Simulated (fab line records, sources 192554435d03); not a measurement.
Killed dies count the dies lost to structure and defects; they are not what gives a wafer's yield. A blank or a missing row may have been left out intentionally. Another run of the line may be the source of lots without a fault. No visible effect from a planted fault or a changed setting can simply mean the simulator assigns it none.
Chamber matching :: flow n5-finfet :: N5_BEOL_M7_DESCUM_16 on rie-diel-04: 4 sister chambers
The step chemistry O2, time 7.9 s. 4 wafers are shown with their chamber, then 10 later ones without.

== EACH WAFER AND ITS CHAMBER ==
wafer: L089.2
chamber: 3
throttle-valve-pct (%): 20.19

wafer: L089.4
chamber: 1
throttle-valve-pct (%): 20.14

wafer: L091.3
chamber: 2
throttle-valve-pct (%): 20.73

wafer: L091.5
chamber: 0
throttle-valve-pct (%): 20.52

== WAFERS WHOSE CHAMBER IS MISSING ==
wafer: L091.6
throttle-valve-pct (%): 20.19

wafer: L092.3
throttle-valve-pct (%): 20.16

wafer: L092.4
throttle-valve-pct (%): 20.54

wafer: L092.6
throttle-valve-pct (%): 20.75

wafer: L093.1
throttle-valve-pct (%): 20.16

wafer: L093.2
throttle-valve-pct (%): 20.20

wafer: L093.4
throttle-valve-pct (%): 20.75

wafer: L094.1
throttle-valve-pct (%): 20.74

wafer: L094.2
throttle-valve-pct (%): 20.18

wafer: L094.5
throttle-valve-pct (%): 20.73

== WHICH CHAMBER EACH ONE RAN IN ==
wafer: L091.6
from the rows above: 3
in truth: 3

wafer: L092.3
from the rows above: can't be placed: 1 or 3
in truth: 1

wafer: L092.4
from the rows above: 0
in truth: 0

wafer: L092.6
from the rows above: 2
in truth: 2

wafer: L093.1
from the rows above: can't be placed: 1 or 3
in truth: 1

wafer: L093.2
from the rows above: 3
in truth: 3

wafer: L093.4
from the rows above: 2
in truth: 2

wafer: L094.1
from the rows above: 2
in truth: 2

wafer: L094.2
from the rows above: can't be placed: 3 or 1
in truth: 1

wafer: L094.5
from the rows above: 2
in truth: 2
Correct placement for 7 of the 10. Can't be placed from these rows: 3 (the true chamber is among the candidates in 3). 0 placed wrongly.
How it was worked out, from the rows above alone: a wafer's distance from a chamber is the root of the sum, over the readings, of the square of ((its reading less the chamber's mean) divided by the reading's scatter). The wafer belongs to the nearest chamber; if the next one is less than 2 further off, it can't be placed. The mean given for a chamber averages the wafers shown for that chamber. The scatter: with one shown wafer a chamber, the root of the mean of the squares of how far each hidden wafer lies from its nearest shown one.
